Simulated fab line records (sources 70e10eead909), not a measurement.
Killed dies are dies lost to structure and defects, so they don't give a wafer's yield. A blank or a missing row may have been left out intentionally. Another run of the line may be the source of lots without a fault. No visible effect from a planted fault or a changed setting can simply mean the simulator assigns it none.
Chamber matching | flow nand_harc | NHARC_P_M1_PRE_CLEAN_32 on pecvd-03 has 3 sister chambers
The step time 12 s. 3 wafers are shown with their chamber, then 8 later ones without.

== EACH WAFER AND ITS CHAMBER ==
wafer  | chamber | heater_power_w (W)
L087.4 | 1       | 689
L087.6 | 2       | 589
L088.2 | 0       | 680

== WAFERS WITHOUT THEIR CHAMBER ==
wafer  | heater_power_w (W)
L088.3 | 634
L088.5 | 630
L091.1 | 586
L091.5 | 598
L091.6 | 718
L092.1 | 689
L092.5 | 621
L092.6 | 721

== EACH ONE'S CHAMBER ==
wafer  | from the rows above          | in truth
L088.3 | can't be placed: 2 or 0 or 1 | 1
L088.5 | can't be placed: 2 or 0 or 1 | 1
L091.1 | 2                            | 2
L091.5 | 2                            | 2
L091.6 | can't be placed: 1 or 0      | 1
L092.1 | can't be placed: 1 or 0      | 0
L092.5 | can't be placed: 2 or 0 or 1 | 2
L092.6 | can't be placed: 1 or 0      | 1
Placed correctly: 2 of 8. Unplaceable from these rows: 6, with the true chamber sitting among the candidates in 6. 0 placed wrongly.
How it was worked out, from the rows above alone: a wafer's distance from a chamber is the root of the sum, over the readings, of the square of ((its reading less the chamber's mean) divided by the reading's scatter). If the next closest chamber is less than 2 further off than the closest, the wafer can't be placed; otherwise it belongs to the closest. A chamber's mean is the mean of its shown wafers. The scatter (one wafer shown for each chamber): square how far every hidden wafer sits from the nearest shown wafer, average those squares and take the square root.
